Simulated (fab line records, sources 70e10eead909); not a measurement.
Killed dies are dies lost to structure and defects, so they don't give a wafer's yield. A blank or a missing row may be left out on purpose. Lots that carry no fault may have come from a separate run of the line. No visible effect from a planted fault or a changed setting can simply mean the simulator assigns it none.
fab line records	flow nand-harc	part 1 of 2: steps 1 to 23 of 32
[record] lots = 5	wafers = 15	last-day = 33
route steps=1302 shown P_GATE@126
lots with no fault: from the same line, run without faults
start-h: hours from the record's first day to the start of the lot's first wafer shown	wait-h: how many hours have passed since the lot's step before this one	" as in the row above	L1.1+2: a row that stands for several wafers	- no value present, or no start provided	* or withheld: withheld	< > ~ a bound
route shown NAME@n: names a module that has steps shown in the file, with the first one's number in the route	usual: average and standard deviation across the fault-free wafers	same: alike in all rows	chamber/n: place in a boat	sites: per-site readings	_std_site: standard deviation across them	_edge_site: mean of outer sites minus mean of inner sites	radius-mm: how far each site lies from the wafer's centre	mask NAME#n: copy n	behind: the last tool/chamber to shape the wafer	hold: what put the lot on hold/how long, in hours/how the hold closed	device: the n, p or np transistor that did not switch	end of line: at the end of the route, the tests of the same wafers	step lacking rows: just its recipe	killed: the dies lost at the first sort to structure and to defects; this is not the yield of the wafer	map: a wafer's dies, x killed, . not, _ none there
set.NAME: the setting that was run; set.NAME@STEP: the one run at that earlier step	model.NAME: the simulator's own value behind a step, which no gauge read
a table for each step, a row for each wafer; lots at some steps of the route
services: a tool's chamber out of use, with start hour (start-h, from the record's first day; less than 0 if before it), hours out, and reason
[[steps]]
[step NHARC_P_GATE_STRIP_15]
[recipe] time-s = 780	temp-c = 130	chemistry = SPM
lot.wafer	tool	chamber	start-h	wait-h
L074.3+2+6	wet-bench-06	6,7,2	83.63	0.0
L075.2+3+4	wet-bench-07	5,7,0	89.90	0.0
L077.1+3+4	wet-bench-07	6,1,2	108.75	0.0
L096.2+4+3	wet-bench-09	2,4,5	299.55	0.0
L097.6+3+2	wet-bench-09	4,5,7	308.88	0.0
[step NHARC_P_GATE_PRECLEAN_71]
[recipe] time-s = *	temp-c = 50	bath-age-min = 0	chemistry = SC1
[usual] h2o2-flow-mL-min = 56.62/0.17	sc1-h2o2-end-mol-l = 0.3698/0.00073
lot.wafer	tool	chamber	start-h	wait-h	h2o2-flow-mL-min	sc1-h2o2-end-mol-l
L074.3	wet-bench-06	6	-	-	56.79	0.3703
L074.2	"	7	"	"	56.91	0.3697
L074.6	"	2	"	"	56.55	0.3700
L075.2	wet-bench-07	5	-	-	56.49	0.3697
L075.3	"	7	"	"	56.40	0.3693
L075.4	"	0	"	"	56.80	0.3704
L077.1	wet-bench-07	6	-	-	57.03	0.3688
L077.3	"	1	"	"	56.77	0.3691
L077.4	"	2	"	"	56.62	0.3677
L096.2	wet-bench-09	2	-	-	56.43	0.3701
L096.4	"	4	"	"	56.22	0.3700
L096.3	"	5	"	"	56.63	0.3703
L097.6	wet-bench-09	4	-	-	56.77	0.3703
L097.3	"	5	"	"	56.97	0.3695
L097.2	"	7	"	"	56.60	0.3689
[step NHARC_P_GATE_SRD_72]
lot.wafer	tool	chamber	start-h	wait-h
L074.3+2+6	wet-bench-06	6,7,2	-	-
L075.2+3+4	wet-bench-07	5,7,0	-	-
L077.1+3+4	wet-bench-07	6,1,2	-	-
L096.2+4+3	wet-bench-09	2,4,5	-	-
L097.6+3+2	wet-bench-09	4,5,7	-	-
[step NHARC_P_GATE_OXIDE_16]
[recipe] target-thk-a = 30	temp-c = 875	ox-time-s = 392	material = SiO2
[usual] spike-tc-lower-C = 875.1/1.2
lot.wafer	tool	chamber	start-h	wait-h	spike-tc-lower-C
L074.2	furnace-02	0	86.90	-	871.5
L074.3	"	0	"	"	873.3
L074.6	"	0	"	"	874.3
L075.2	furnace-01	0	94.46	-	874.5
L075.3	"	0	"	"	876.4
L075.4	"	0	"	"	874.7
L077.1	furnace-02	0	112.17	-	872.8
L077.3	"	0	"	"	875.2
L077.4	"	0	"	"	873.6
L096.2	furnace-01	0	303.11	-	875.0
L096.3	"	0	"	"	874.8
L096.4	"	0	"	"	875.2
L097.2	furnace-05	0	312.66	-	876.9
L097.3	"	0	"	"	878.5
L097.6	"	0	"	"	876.6
[step NHARC_P_GATE_CVD_17]
[recipe] target-thk-a = 1500	temp-c = 620	time-s = 900	material = poly-Si
[usual] spike-tc-lower-C = 620.0/0.95
lot.wafer	tool	chamber	start-h	wait-h	spike-tc-lower-C
L074.2	lpcvd-poly-03	0	93.03	2.6	620.6
L074.3	"	0	"	"	620.6
L074.6	"	0	"	"	620.1
L075.2	lpcvd-poly-04	0	100.44	2.5	620.1
L075.3	"	0	"	"	620.9
L075.4	"	0	"	"	620.1
L077.1	lpcvd-poly-03	0	118.20	2.6	619.3
L077.3	"	0	"	"	618.9
L077.4	"	0	"	"	618.2
L096.2	lpcvd-poly-04	0	309.15	2.5	619.1
L096.3	"	0	"	"	621.7
L096.4	"	0	"	"	619.2
L097.2	lpcvd-poly-04	0	318.72	2.5	619.6
L097.3	"	0	"	"	622.3
L097.6	"	0	"	"	620.6
[step NHARC_P_GATE_HM_DEP_102]
[recipe] target-thk-a = 1200	temp-c = 400	material = aC
[usual] throttle-valve-pct = 35.001/0.0097
lot.wafer	tool	chamber	start-h	wait-h	throttle-valve-pct
L074.2	acl-dep-03	0	95.72	0.5	35.006
L074.3	"	0	"	"	35.008
L074.6	"	0	"	"	34.994
L075.2	acl-dep-02	0	103.14	0.5	35.007
L075.3	"	0	"	"	35.008
L075.4	"	0	"	"	35.016
L077.1	acl-dep-02	0	120.79	0.4	35.007
L077.3	"	0	"	"	35.008
L077.4	"	0	"	"	35.010
L096.2	acl-dep-02	0	313.51	2.2	34.997
L096.3	"	0	"	"	35.006
L096.4	"	0	"	"	34.985
L097.2	acl-dep-01	0	321.42	0.5	35.002
L097.3	"	0	"	"	35.005
L097.6	"	0	"	"	34.980
[step NHARC_P_GATE_DEP_103]
[recipe] target-thk-a = 300	target-thk-nm = 30	temp-c = 400	flow-sccm = 200	rf-w = 350	material = SiON
[usual] heater-power-w = 718/120
lot.wafer	tool	chamber	start-h	wait-h	heater-power-w
L074.3	pecvd-03	2	96.27	0.3	803
L074.2	"	1	"	"	761
L074.6	"	1	"	"	750
L075.3	pecvd-02	2	103.73	0.4	783
L075.2	"	0	"	"	557
L075.4	"	0	"	"	565
L077.1	pecvd-02	2	121.45	0.6	774
L077.3	"	0	"	"	620
L077.4	"	1	"	"	791
L096.2	pecvd-02	2	314.07	0.5	728
L096.3	"	1	"	"	750
L096.4	"	2	"	"	739
L097.2	pecvd-03	1	322.01	0.5	748
L097.3	"	2	"	"	804
L097.6	"	0	"	"	610
[step NHARC_P_GATE_DEHYDRATE_18]
[recipe] temp-c = 150	time-s = 120
[usual] exhaust-pa = 44.9/0.99
lot.wafer	tool	chamber	start-h	wait-h	exhaust-pa
L074.2	litho-track-06	0	96.55	0.2	44.9
L074.3	"	0	"	"	45.8
L074.6	"	0	"	"	44.7
L075.2	litho-track-06	0	103.97	0.2	46.0
L075.3	"	0	"	"	44.6
L075.4	"	0	"	"	44.2
L077.1	litho-track-06	0	121.72	0.2	46.1
L077.3	"	0	"	"	44.9
L077.4	"	0	"	"	46.4
L096.2	litho-track-04	0	314.34	0.2	44.8
L096.3	"	0	"	"	46.7
L096.4	"	0	"	"	45.4
L097.2	litho-track-06	0	322.25	0.2	45.9
L097.3	"	0	"	"	44.2
L097.6	"	0	"	"	46.0
[step NHARC_P_GATE_HMDS_19]
[recipe] time-s = 30
[usual] exhaust-pa = 45.0/0.9
lot.wafer	tool	chamber	start-h	wait-h	exhaust-pa
L074.2	litho-track-06	0	-	-	44.4
L074.3	"	0	"	"	44.2
L074.6	"	0	"	"	44.8
L075.2	litho-track-06	0	-	-	45.4
L075.3	"	0	"	"	44.4
L075.4	"	0	"	"	46.9
L077.1	litho-track-06	0	-	-	44.7
L077.3	"	0	"	"	45.2
L077.4	"	0	"	"	44.2
L096.2	litho-track-04	0	-	-	45.4
L096.3	"	0	"	"	46.1
L096.4	"	0	"	"	47.3
L097.2	litho-track-06	0	-	-	44.0
L097.3	"	0	"	"	44.3
L097.6	"	0	"	"	44.8
[step NHARC_P_GATE_COAT_20]
[recipe] spin-rpm = 1500	resist-thk-nm = 90
[usual] exhaust-pa = 45.0/0.99
lot.wafer	tool	chamber	start-h	wait-h	exhaust-pa
L074.2	litho-track-06	0	-	-	44.2
L074.3	"	0	"	"	44.3
L074.6	"	0	"	"	44.5
L075.2	litho-track-06	0	-	-	43.7
L075.3	"	0	"	"	42.8
L075.4	"	0	"	"	42.4
L077.1	litho-track-06	0	-	-	45.1
L077.3	"	0	"	"	44.3
L077.4	"	0	"	"	44.3
L096.2	litho-track-04	0	-	-	47.4
L096.3	"	0	"	"	43.8
L096.4	"	0	"	"	45.1
L097.2	litho-track-06	0	-	-	46.5
L097.3	"	0	"	"	45.9
L097.6	"	0	"	"	46.9
[step NHARC_P_GATE_SOFTBAKE_21]
[recipe] temp-c = 105	time-s = 55
[usual] exhaust-pa = 44.8/0.89
lot.wafer	tool	chamber	start-h	wait-h	exhaust-pa
L074.2	litho-track-06	0	-	-	45.1
L074.3	"	0	"	"	44.6
L074.6	"	0	"	"	43.7
L075.2	litho-track-06	0	-	-	44.0
L075.3	"	0	"	"	44.6
L075.4	"	0	"	"	43.9
L077.1	litho-track-06	0	-	-	45.1
L077.3	"	0	"	"	42.7
L077.4	"	0	"	"	44.7
L096.2	litho-track-04	0	-	-	45.9
L096.3	"	0	"	"	45.9
L096.4	"	0	"	"	45.5
L097.2	litho-track-06	0	-	-	44.1
L097.3	"	0	"	"	43.3
L097.6	"	0	"	"	44.1
[step NHARC_P_GATE_EBR_22]
[usual] exhaust-pa = 44.8/0.93
lot.wafer	tool	chamber	start-h	wait-h	exhaust-pa
L074.2	litho-track-06	0	-	-	45.0
L074.3	"	0	"	"	44.4
L074.6	"	0	"	"	45.6
L075.2	litho-track-06	0	-	-	46.8
L075.3	"	0	"	"	44.8
L075.4	"	0	"	"	45.0
L077.1	litho-track-06	0	-	-	43.2
L077.3	"	0	"	"	43.3
L077.4	"	0	"	"	44.6
L096.2	litho-track-04	0	-	-	44.1
L096.3	"	0	"	"	44.1
L096.4	"	0	"	"	44.5
L097.2	litho-track-06	0	-	-	45.5
L097.3	"	0	"	"	45.5
L097.6	"	0	"	"	45.9
[step NHARC_P_GATE_EXPOSE_23]
[recipe] na = 1.35	target-cd-nm = 120	dose-mj = 93.91	mask-id = P_GATE
lot.wafer	tool	chamber	start-h	wait-h	mask
L074.2+3+6	arfi-scanner-01	0	96.82	-	P_GATE#0
L075.2+3+4	arfi-scanner-02	0	104.24	-	P_GATE#0
L077.1+3+4	arfi-scanner-03	0	121.99	-	P_GATE#0
L096.2+3+4	arfi-scanner-01	0	314.62	-	P_GATE#0
L097.2+3+6	arfi-scanner-02	0	322.52	-	P_GATE#0
[step NHARC_P_GATE_PEB_24]
[recipe] peb-temp-c = 100	peb-time-s = 65
[usual] exhaust-pa = 45.0/0.78
lot.wafer	tool	chamber	start-h	wait-h	exhaust-pa
L074.2	litho-track-04	0	96.87	0.1	44.6
L074.3	"	0	"	"	45.6
L074.6	"	0	"	"	46.7
L075.2	litho-track-04	0	104.30	0.1	44.1
L075.3	"	0	"	"	43.2
L075.4	"	0	"	"	44.9
L077.1	litho-track-06	0	122.05	0.1	44.2
L077.3	"	0	"	"	44.2
L077.4	"	0	"	"	45.5
L096.2	litho-track-04	0	314.67	0.1	44.9
L096.3	"	0	"	"	45.6
L096.4	"	0	"	"	44.7
L097.2	litho-track-04	0	322.58	0.1	44.1
L097.3	"	0	"	"	44.3
L097.6	"	0	"	"	44.8
[step NHARC_P_GATE_DEVELOP_25]
[recipe] develop-time-s = 35	dev-temp-c = 23
[usual] exhaust-pa = 45.1/0.88
lot.wafer	tool	chamber	start-h	wait-h	exhaust-pa
L074.2	litho-track-04	0	-	-	45.8
L074.3	"	0	"	"	44.9
L074.6	"	0	"	"	45.1
L075.2	litho-track-04	0	-	-	44.6
L075.3	"	0	"	"	44.1
L075.4	"	0	"	"	45.0
L077.1	litho-track-06	0	-	-	44.9
L077.3	"	0	"	"	44.5
L077.4	"	0	"	"	46.5
L096.2	litho-track-04	0	-	-	45.0
L096.3	"	0	"	"	44.5
L096.4	"	0	"	"	44.8
L097.2	litho-track-04	0	-	-	44.1
L097.3	"	0	"	"	44.2
L097.6	"	0	"	"	44.8
[step NHARC_P_GATE_CD_MEAS_26]
[recipe] target-cd-nm = 120	landing-energy-ev = 500
[usual] cd-nm = 119.9/0.54
lot.wafer	tool	chamber	start-h	wait-h	cd-nm
L074.2	cd-sem-02	0	96.95	-	120.0
L074.3	"	0	"	"	120.1
L074.6	"	0	"	"	120.1
L075.2	cd-sem-03	0	104.38	-	119.0
L075.3	"	0	"	"	119.4
L075.4	"	0	"	"	119.8
L077.1	cd-sem-02	0	122.13	-	119.5
L077.3	"	0	"	"	119.8
L077.4	"	0	"	"	119.6
L096.2	cd-sem-02	0	314.76	-	120.2
L096.3	"	0	"	"	120.2
L096.4	"	0	"	"	119.5
L097.2	cd-sem-02	0	322.66	-	120.5
L097.3	"	0	"	"	119.5
L097.6	"	0	"	"	119.9
[step NHARC_P_GATE_OVL_MEAS_27]
[usual] overlay-x-nm = 0.2/0.79	overlay-y-nm = 0.4/0.67
lot.wafer	tool	chamber	start-h	wait-h	overlay-x-nm	overlay-y-nm
L074.2	overlay-02	-	97.04	-	1.0	1.5
L074.3	"	-	"	"	0.9	1.0
L074.6	"	-	"	"	1.2	1.4
L075.2	overlay-01	-	104.46	-	1.0	0.8
L075.3	"	-	"	"	1.1	1.0
L075.4	"	-	"	"	0.9	2.0
L077.1	overlay-01	-	122.22	-	0.7	0.1
L077.3	"	-	"	"	0.4	0.0
L077.4	"	-	"	"	0.2	-0.3
L096.2	overlay-02	-	314.84	-	0.5	0.9
L096.3	"	-	"	"	1.3	1.3
L096.4	"	-	"	"	1.1	0.8
L097.2	overlay-01	-	322.75	-	2.3	0.8
L097.3	"	-	"	"	2.2	0.6
L097.6	"	-	"	"	2.4	-0.1
[step NHARC_P_GATE_INSPECT_28]
[usual] raw-defect-count = 5.9/2.6
lot.wafer	tool	chamber	start-h	wait-h	raw-defect-count
L074.2	defect-inspect-01	-	97.08	0.0	6
L074.3	"	-	"	"	2
L074.6	"	-	"	"	6
L075.2	defect-inspect-01	-	104.50	0.0	8
L075.3	"	-	"	"	5
L075.4	"	-	"	"	5
L077.1	defect-inspect-02	-	122.26	0.0	8
L077.3	"	-	"	"	6
L077.4	"	-	"	"	9
L096.2	defect-inspect-02	-	314.88	0.0	10
L096.3	"	-	"	"	9
L096.4	"	-	"	"	10
L097.2	defect-inspect-02	-	322.78	0.0	4
L097.3	"	-	"	"	4
L097.6	"	-	"	"	7
[step NHARC_P_GATE_DESCUM_31]
[recipe] time-s = 3	o2-flow-sccm = 200	ar-flow-sccm = 0	bias-power-w = 0	chemistry = O2
[usual] drypump-motor-current-A = 5.8/0.51	oes-product-au = 0.997/0.01	rf-vpp-V = 57.9/0.83	showerhead-plenum-p-Torr = 1.93/0.077	throttle-valve-pct = 11.310/0.0098
lot.wafer	tool	chamber	start-h	wait-h	drypump-motor-current-A	oes-product-au	rf-hours-counter-h	rf-vpp-V	showerhead-plenum-p-Torr	throttle-valve-pct
L074.2	rie-diel-13	3	97.14	0.1	5.1	1.014	4	57.8	1.98	11.295
L074.3	"	0	"	"	6.2	1.004	3	57.9	1.86	11.319
L074.6	"	2	"	"	5.5	1.001	-	58.1	2.00	11.306
L075.2	rie-diel-13	3	104.57	0.1	5.1	1.008	4	59.2	1.98	11.316
L075.3	"	0	"	"	6.1	1.007	4	57.4	1.86	11.329
L075.4	"	0	"	"	6.1	1.023	-	58.8	1.86	11.314
L077.4	rie-diel-09	1	122.32	0.1	6.2	1.005	5	58.1	1.97	11.299
L077.3	"	2	"	"	6.2	1.011	10	58.9	1.95	11.321
L077.1	"	0	"	"	6.3	1.015	9	57.6	1.83	11.314
L096.2	rie-diel-02	3	314.94	0.1	5.5	0.988	4	58.6	1.82	11.304
L096.4	"	0	"	"	6.6	0.975	5	58.1	1.83	11.300
L096.3	"	1	"	"	4.9	0.992	5	58.3	1.86	11.317
L097.2	rie-diel-02	0	322.84	0.1	6.6	0.977	5	56.7	1.83	11.302
L097.3	"	1	"	"	4.9	0.996	6	57.9	1.86	11.302
L097.6	"	0	"	"	6.6	0.978	-	57.2	1.83	11.318
[step NHARC_P_GATE_ETCH_104]
[recipe] target-depth-a = 600	time-s = withheld	cf4-flow-sccm = 100	chf3-flow-sccm = 30	ar-flow-sccm = 0	rf-w = 500	bias-w = 200	chemistry = CF4/CHF3
[usual] drypump-motor-current-A = 5.8/0.52	oes-product-au = 0.952/0.019	rf-vpp-V = 370.8/2.1	showerhead-plenum-p-Torr = 1.58/0.059	throttle-valve-pct = 16.803/0.0092
lot.wafer	tool	chamber	start-h	wait-h	drypump-motor-current-A	oes-product-au	rf-vpp-V	showerhead-plenum-p-Torr	throttle-valve-pct
L074.3	rie-diel-13	0	97.24	0.1	6.2	0.929	369.7	1.54	16.808
L074.2	"	2	"	"	5.5	0.920	373.5	1.64	16.804
L074.6	"	2	"	"	5.5	0.925	373.1	1.64	16.790
L075.3	rie-diel-13	0	104.67	0.1	6.1	0.962	369.8	1.54	16.803
L075.2	"	2	"	"	5.5	0.962	374.1	1.64	16.801
L075.4	"	0	"	"	6.1	0.961	368.9	1.54	16.827
L077.3	rie-diel-09	0	122.40	0.1	6.4	0.925	368.3	1.51	16.797
L077.1	"	1	"	"	6.2	0.922	372.5	1.62	16.807
L077.4	"	3	"	"	6.3	0.925	370.3	1.53	16.804
L096.2	rie-diel-02	2	315.02	0.1	6.2	0.963	373.1	1.68	16.790
L096.4	"	0	"	"	6.6	0.934	367.9	1.51	16.805
L096.3	"	1	"	"	4.8	0.973	369.9	1.53	16.791
L097.3	rie-diel-02	0	322.93	0.1	6.5	0.938	369.4	1.51	16.802
L097.2	"	3	"	"	5.5	0.955	367.8	1.50	16.810
L097.6	"	0	"	"	6.6	0.943	368.4	1.51	16.805
[step NHARC_P_GATE_HM_OPEN_105]
[recipe] target-depth-a = 3600	o2-flow-sccm = 400	cos-flow-sccm = 20	ar-flow-sccm = 0	rf-w = 500	bias-w = 300	chemistry = O2/COS
[usual] drypump-motor-current-A = 5.8/0.53	oes-product-au = 0.996/0.011	rf-vpp-V = 467.5/2.6	showerhead-plenum-p-Torr = 3.14/0.12	throttle-valve-pct = 28.330/0.0092
lot.wafer	tool	chamber	start-h	wait-h	drypump-motor-current-A	oes-product-au	rf-hours-counter-h	rf-vpp-V	showerhead-plenum-p-Torr	throttle-valve-pct
L074.2	rie-diel-13	0	-	-	6.1	1.019	4	464.7	3.05	28.325
L074.3	"	2	"	"	5.5	1.008	5	469.9	3.25	28.328
L074.6	"	0	"	"	6.2	1.012	-	465.5	3.05	28.315
L075.3	rie-diel-13	2	-	-	5.5	1.004	5	471.5	3.25	28.324
L075.2	"	3	"	"	5.1	1.001	5	468.6	3.22	28.307
L075.4	"	3	"	"	5.1	1.021	-	468.5	3.22	28.340
L077.3	rie-diel-09	2	-	-	6.2	1.001	10	467.8	3.18	28.345
L077.1	"	3	"	"	6.3	1.001	10	465.3	3.03	28.326
L077.4	"	0	"	"	6.3	1.004	9	465.3	3.00	28.325
L096.4	rie-diel-02	1	-	-	4.9	1.000	5	466.4	3.04	28.334
L096.2	"	2	"	"	6.1	0.995	5	471.3	3.32	28.338
L096.3	"	3	"	"	5.5	0.973	4	463.8	2.98	28.335
L097.3	rie-diel-02	2	-	-	6.2	0.997	6	470.7	3.32	28.331
L097.2	"	3	"	"	5.5	0.972	5	464.5	2.98	28.333
L097.6	"	3	"	"	5.5	0.978	-	464.8	2.98	28.348
[step NHARC_P_GATE_STRIP_106]
[recipe] o2-flow-sccm = 400	cos-flow-sccm = 20	ar-flow-sccm = 0	bias-w = 0	chemistry = O2/COS
lot.wafer	tool	chamber	start-h	wait-h
L074.3+2+6	rie-diel-13	3,0,2	-	-
L075.2+3+4	rie-diel-13	2,3,3	-	-
L077.1+4+3	rie-diel-09	3,0,1	-	-
L096.3+4+2	rie-diel-02	1,2,3	-	-
L097.3+2+6	rie-diel-02	1,2,0	-	-
[step NHARC_P_GATE_ETCH_114]
[recipe] target-depth-a = 300	overetch-a = 30	time-s = 16.5	ion-energy-ev = 100	cf4-flow-sccm = 80	o2-flow-sccm = 20	ar-flow-sccm = 0	rf-w = 300	bias-w = 100	chemistry = CF4/O2
[usual] drypump-motor-current-A = 5.8/0.53	oes-product-au = 0.996/0.01	rf-vpp-V = 198.0/1.3	showerhead-plenum-p-Torr = 1.34/0.053	throttle-valve-pct = 13.397/0.0099
lot.wafer	tool	chamber	start-h	wait-h	drypump-motor-current-A	oes-product-au	rf-hours-counter-h	rf-vpp-V	showerhead-plenum-p-Torr	throttle-valve-pct
L074.3	rie-diel-13	0	-	-	6.1	1.008	4	197.6	1.30	13.394
L074.2	"	3	"	"	5.1	1.007	4	200.2	1.38	13.413
L074.6	"	2	"	"	5.5	0.996	-	197.8	1.39	13.405
L075.2	rie-diel-13	2	-	-	5.5	0.996	5	199.3	1.39	13.404
L075.3	"	3	"	"	5.1	1.014	5	196.9	1.38	13.385
L075.4	"	2	"	"	5.5	1.006	-	198.8	1.39	13.413
L077.3	rie-diel-09	0	-	-	6.4	1.003	9	197.8	1.28	13.386
L077.4	"	1	"	"	6.2	0.993	5	199.0	1.38	13.386
L077.1	"	2	"	"	6.2	1.002	10	199.1	1.36	13.406
L096.2	rie-diel-02	1	-	-	4.9	1.000	5	197.2	1.30	13.390
L096.4	"	2	"	"	6.2	0.999	5	199.7	1.42	13.406
L096.3	"	3	"	"	5.5	0.980	4	196.6	1.27	13.411
L097.3	rie-diel-02	2	-	-	6.2	0.996	6	200.1	1.42	13.374
L097.2	"	0	"	"	6.6	0.980	5	196.0	1.28	13.396
L097.6	"	2	"	"	6.2	0.990	-	200.6	1.42	13.394
